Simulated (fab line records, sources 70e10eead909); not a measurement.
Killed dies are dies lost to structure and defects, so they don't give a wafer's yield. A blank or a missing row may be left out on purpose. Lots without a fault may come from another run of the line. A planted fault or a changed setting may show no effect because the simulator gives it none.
Chamber matching | flow nand_harc | NHARC_A_CHANNEL_HOLE_D1_ETCH_44 on rie_diel-06: 4 sister chambers
The step etches the open film in CF4/O2, target depth 140 nm, overetch 14 nm, time 77 s. 30 wafers are shown with their chamber, then 12 later ones without.

WAFERS WITH THEIR CHAMBER
wafer  | chamber | drypump_motor_current_A (A) | rf_vpp_V (V) | oes_product_au (a.u.)
L074.4 | 3       | 5.3                         | 199.2        | 0.993
L074.5 | 0       | 6.3                         | 197.4        | 0.983
L074.6 | 1       | 5.9                         | 195.2        | 0.992
L077.3 | 1       | 6.0                         | 196.2        | 0.996
L077.5 | 0       | 6.2                         | 197.3        | 1.003
L077.6 | 3       | 5.3                         | 197.5        | 0.995
L078.3 | 3       | 5.3                         | 197.9        | 0.982
L078.4 | 1       | 6.0                         | 195.4        | 0.992
L078.5 | 1       | 6.0                         | 196.3        | 1.002
L080.1 | 3       | 5.3                         | 197.3        | 0.991
L080.2 | 0       | 6.3                         | 195.1        | 0.989
L080.3 | 2       | 6.0                         | 199.8        | 0.993
L082.3 | 3       | 5.3                         | 198.3        | 0.990
L082.4 | 3       | 5.3                         | 197.5        | 0.982
L082.5 | 1       | 6.0                         | 196.6        | 0.985
L083.3 | 0       | 6.3                         | 195.4        | 0.994
L083.4 | 1       | 6.0                         | 195.2        | 0.997
L083.6 | 1       | 6.0                         | 196.9        | 0.991
L085.2 | 1       | 6.0                         | 194.9        | 0.993
L085.5 | 0       | 6.3                         | 197.1        | 0.980
L085.6 | 1       | 6.0                         | 195.2        | 0.984
L086.1 | 3       | 5.3                         | 197.5        | 0.980
L086.2 | 2       | 6.0                         | 197.2        | 0.983
L086.4 | 0       | 6.2                         | 197.6        | 0.994
L088.3 | 0       | 6.2                         | 196.4        | 0.988
L088.4 | 3       | 5.3                         | 196.6        | 0.987
L088.5 | 0       | 6.2                         | 198.1        | 0.988
L091.1 | 3       | 5.3                         | 197.8        | 0.992
L091.2 | 1       | 6.0                         | 195.3        | 0.989
L091.4 | 2       | 6.0                         | 197.8        | 0.989

SIGNATURES (means of the wafers above)
reading                 | chamber 0 | chamber 1 | chamber 2 | chamber 3 | scatter within a chamber
drypump_motor_current_A | 6.250     | 5.990     | 6.000     | 5.300     | 0.0334
rf_vpp_V                | 196.800   | 195.720   | 198.267   | 197.733   | 0.885
oes_product_au          | 0.98987   | 0.99210   | 0.98833   | 0.98800   | 0.00593
Rule: a wafer's distance from a chamber is the root of the sum, over the readings, of the square of ((its reading less the chamber's mean) divided by the reading's scatter). The wafer belongs to the nearest chamber; if the next one is less than 2 further off, it can't be placed. The scatter: the root of (the sum of the squares of (reading less its chamber's mean) over the shown wafers, divided by (wafers less chambers)).

WAFERS WITHOUT THEIR CHAMBER
wafer  | drypump_motor_current_A (A) | rf_vpp_V (V) | oes_product_au (a.u.)
L093.4 | 5.3                         | 197.5        | 1.004
L093.5 | 6.0                         | 198.1        | 1.002
L093.6 | 5.3                         | 197.6        | 0.999
L095.1 | 5.3                         | 198.3        | 0.995
L095.4 | 6.0                         | 197.1        | 0.995
L095.6 | 6.0                         | 197.3        | 0.996
L096.2 | 6.0                         | 197.6        | 1.006
L096.5 | 6.0                         | 196.2        | 0.985
L096.6 | 5.3                         | 198.0        | 0.995
L097.2 | 6.0                         | 197.7        | 0.994
L097.3 | 5.3                         | 198.0        | 0.997
L097.5 | 6.0                         | 197.4        | 0.988

WHICH CHAMBER EACH WENT THROUGH
wafer  | from the rows above     | in truth
L093.4 | 3                       | 3
L093.5 | can't be placed: 2 or 1 | 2
L093.6 | 3                       | 3
L095.1 | 3                       | 3
L095.4 | can't be placed: 1 or 2 | 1
L095.6 | can't be placed: 2 or 1 | 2
L096.2 | can't be placed: 2 or 1 | 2
L096.5 | can't be placed: 1 or 2 | 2
L096.6 | 3                       | 3
L097.2 | can't be placed: 2 or 1 | 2
L097.3 | 3                       | 3
L097.5 | can't be placed: 2 or 1 | 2
Placed correctly: 5 of 12. Can't be placed from these rows: 7 (the true chamber is among the candidates in 7). Placed wrongly: 0.
